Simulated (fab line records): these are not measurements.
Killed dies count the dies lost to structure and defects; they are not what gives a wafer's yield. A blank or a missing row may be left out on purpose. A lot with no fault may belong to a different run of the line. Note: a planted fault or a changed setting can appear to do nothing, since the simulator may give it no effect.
Matching of chambers / flow nand harc / 3 sister chambers for NHARC_A_SGD_CUT_DEP_00 on pecvd-02
The step deposits SiNx, target thk 50 nm. 18 wafers are shown with their chamber, then 9 later ones without.

EACH WAFER AND ITS CHAMBER
wafer=L878.1; chamber=2; heater power w (W)=764; heater power outer w (W)=468; susceptor temp C (C)=400.22
wafer=L878.2; chamber=0; heater power w (W)=725; heater power outer w (W)=413; susceptor temp C (C)=399.85
wafer=L878.5; chamber=0; heater power w (W)=715; heater power outer w (W)=419; susceptor temp C (C)=399.97
wafer=L879.1; chamber=1; heater power w (W)=619; heater power outer w (W)=377; susceptor temp C (C)=400.17
wafer=L879.4; chamber=2; heater power w (W)=841; heater power outer w (W)=508; susceptor temp C (C)=400.17
wafer=L879.6; chamber=1; heater power w (W)=608; heater power outer w (W)=366; susceptor temp C (C)=400.27
wafer=L880.3; chamber=0; heater power w (W)=738; heater power outer w (W)=422; susceptor temp C (C)=399.97
wafer=L880.4; chamber=2; heater power w (W)=813; heater power outer w (W)=514; susceptor temp C (C)=399.73
wafer=L880.5; chamber=1; heater power w (W)=609; heater power outer w (W)=375; susceptor temp C (C)=400.30
wafer=L883.1; chamber=1; heater power w (W)=590; heater power outer w (W)=372; susceptor temp C (C)=399.99
wafer=L883.4; chamber=1; heater power w (W)=604; heater power outer w (W)=379; susceptor temp C (C)=399.72
wafer=L883.5; chamber=2; heater power w (W)=703; heater power outer w (W)=407; susceptor temp C (C)=399.85
wafer=L886.1; chamber=1; heater power w (W)=521; heater power outer w (W)=302; susceptor temp C (C)=399.79
wafer=L886.2; chamber=0; heater power w (W)=892; heater power outer w (W)=528; susceptor temp C (C)=400.03
wafer=L886.4; chamber=0; heater power w (W)=899; heater power outer w (W)=536; susceptor temp C (C)=399.91
wafer=L891.1; chamber=2; heater power w (W)=806; heater power outer w (W)=491; susceptor temp C (C)=400.08
wafer=L891.5; chamber=0; heater power w (W)=789; heater power outer w (W)=465; susceptor temp C (C)=399.64
wafer=L891.6; chamber=2; heater power w (W)=794; heater power outer w (W)=485; susceptor temp C (C)=400.16

SIGNATURES (averages over the wafers above)
reading=heater power w; chamber 0=793.00; chamber 1=591.83; chamber 2=786.83; scatter within a chamber=59.3
reading=heater power outer w; chamber 0=463.83; chamber 1=361.83; chamber 2=478.83; scatter within a chamber=42.9
reading=susceptor temp C; chamber 0=399.8950; chamber 1=400.0400; chamber 2=400.0350; scatter within a chamber=0.2
Rule: for each reading, subtract the chamber's mean from the wafer's reading, divide by that reading's scatter and square the result; add these up over the readings and take the root, which gives the wafer's distance from the chamber. The wafer belongs to the nearest chamber; if the next one is less than 2 further off, it can't be placed. The scatter is the square root of a quotient: the sum, over the shown wafers, of each reading's squared deviation from its chamber's mean, divided by wafers minus chambers.

WAFERS WHOSE CHAMBER IS MISSING
wafer=L892.1; heater power w (W)=720; heater power outer w (W)=446; susceptor temp C (C)=400.03
wafer=L892.3; heater power w (W)=512; heater power outer w (W)=308; susceptor temp C (C)=400.00
wafer=L892.5; heater power w (W)=803; heater power outer w (W)=455; susceptor temp C (C)=399.89
wafer=L894.1; heater power w (W)=857; heater power outer w (W)=517; susceptor temp C (C)=399.80
wafer=L894.3; heater power w (W)=583; heater power outer w (W)=360; susceptor temp C (C)=400.30
wafer=L894.6; heater power w (W)=573; heater power outer w (W)=359; susceptor temp C (C)=400.15
wafer=L896.1; heater power w (W)=529; heater power outer w (W)=331; susceptor temp C (C)=400.15
wafer=L896.2; heater power w (W)=803; heater power outer w (W)=493; susceptor temp C (C)=399.89
wafer=L896.3; heater power w (W)=811; heater power outer w (W)=466; susceptor temp C (C)=400.09

CHAMBER TAKEN BY EACH
wafer=L892.1; from the rows above=can't be placed: 2 or 0 or 1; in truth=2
wafer=L892.3; from the rows above=1; in truth=1
wafer=L892.5; from the rows above=can't be placed: 0 or 2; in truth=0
wafer=L894.1; from the rows above=can't be placed: 0 or 2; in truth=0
wafer=L894.3; from the rows above=1; in truth=1
wafer=L894.6; from the rows above=1; in truth=1
wafer=L896.1; from the rows above=1; in truth=1
wafer=L896.2; from the rows above=can't be placed: 0 or 2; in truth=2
wafer=L896.3; from the rows above=can't be placed: 2 or 0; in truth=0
Correctly placed: 4 of 9. Not placeable from these rows: 5 (in 5, the candidates include the true chamber). Placed wrongly: 0.
